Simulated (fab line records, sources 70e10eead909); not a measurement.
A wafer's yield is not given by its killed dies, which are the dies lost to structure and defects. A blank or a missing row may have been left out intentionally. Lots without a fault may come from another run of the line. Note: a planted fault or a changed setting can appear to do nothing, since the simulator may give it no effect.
8D (eight disciplines) problem report, filled in by code	flow nand harc	the parts of the form that need people (team, actions taken, sign-off) are left out

1. THE ISSUE
At NHARC_P_GATE_INSPECT_68, raw defect count averages 749 over 6 wafers from 2 lots, while fault-free wafers read 188, standard deviation 70. Measured from the usual mean, that is +8.0 standard deviations.
Seen first at day 10 10:17 on defect inspect-01, wafer L579.1. Wafers with a number at this step in the record: 33, from 11 lots. Rule for "out" (also "out of limits"): further than 4 standard deviations from the usual mean. The other wafers with a number count as sound.

2. WHAT IT IS, WHAT IT ISN'T
question	is	is not
which readings at this step	raw defect count	-
which lots	L579, L580	L569, L570, L575, L581, L582, L584, L585, L586, L591
which wafers of those lots	all that have a number	-
read on which gauges	defect inspect-01, defect inspect-02	-
when	from day 10 10:17	up to then (9 sound wafers); but 18 sound wafers of L581, L582, L584, L585, L586, L591 came after

3. WHAT RULES OUT EACH SUSPECT
Counting: a tool at any process step up to the reading remains a suspect when it ran all the lots that are out and ran no sound lot after the first of those.
- the gauge at NHARC_P_GATE_INSPECT_68 has been ruled out. The wafers that are out were read on 2 gauges (defect inspect-01, defect inspect-02).
- rie diel-10 at NHARC_P_GATE_ETCH_104 (etches the open film in CF4/CHF3, target depth 60 nm): ruled out as a lasting fault. Following L579 (day 9 15:57), the first lot on it that is out, the sound lots L591 were run on it.
- rie diel-03 at NHARC_P_GATE_DESCUM_93 (chemistry O2, time 3 s): ruled out as a lasting fault. Following L579 (day 10 07:23), the first lot on it that is out, the sound lots L591 were run on it.
Left after counting: nothing in the record.

4. THE CAUSE (what the simulator had put in)
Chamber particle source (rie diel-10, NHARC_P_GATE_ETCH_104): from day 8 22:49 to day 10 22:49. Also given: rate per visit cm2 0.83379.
The count ruled it out by mistake, since the rule takes a fault to strike every lot its tool runs from the start of the fault on, and this one did not do so.

5. SEQUENCE OF EFFECTS, ordered by route
One row per reading whose mean, taken over the struck wafers that have a number, lies over 3 standard deviations from the usual. Only readings whose record carries a usual standard deviation are examined. hours: median over the lots of the time between each lot's start at the first step of this table that gives one and its start at this step. sigmas: the change, counted in usual standard deviations.
hours	step	reading	usual	on struck wafers	change	sigmas
0	NHARC_P_GATE_INSPECT_68	raw defect count	188	749	+561	+8.0
448	NHARC_END_SORT_01	killed at periphery	3.6	79.2	+75.6	+31
448	NHARC_END_SORT_01	killed dies	58	130	+72	+4.0
At these later measuring or inspecting steps, every struck wafer for which the step has a row has a number for every such reading, and none has moved that far: NHARC_P_CONTACT_OVL_MEAS_13.

6. HOW IT WOULD HAVE BEEN CAUGHT EARLIER
In this record the first reading out of limits at a measuring or inspecting step was taken at day 10 10:17, 35 hours after the fault began at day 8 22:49.
An alarm limit of 4 standard deviations would not have fired on the tool readings at NHARC_P_GATE_ETCH_104 for which the record gives a usual standard deviation, since none of them was out on any struck wafer.
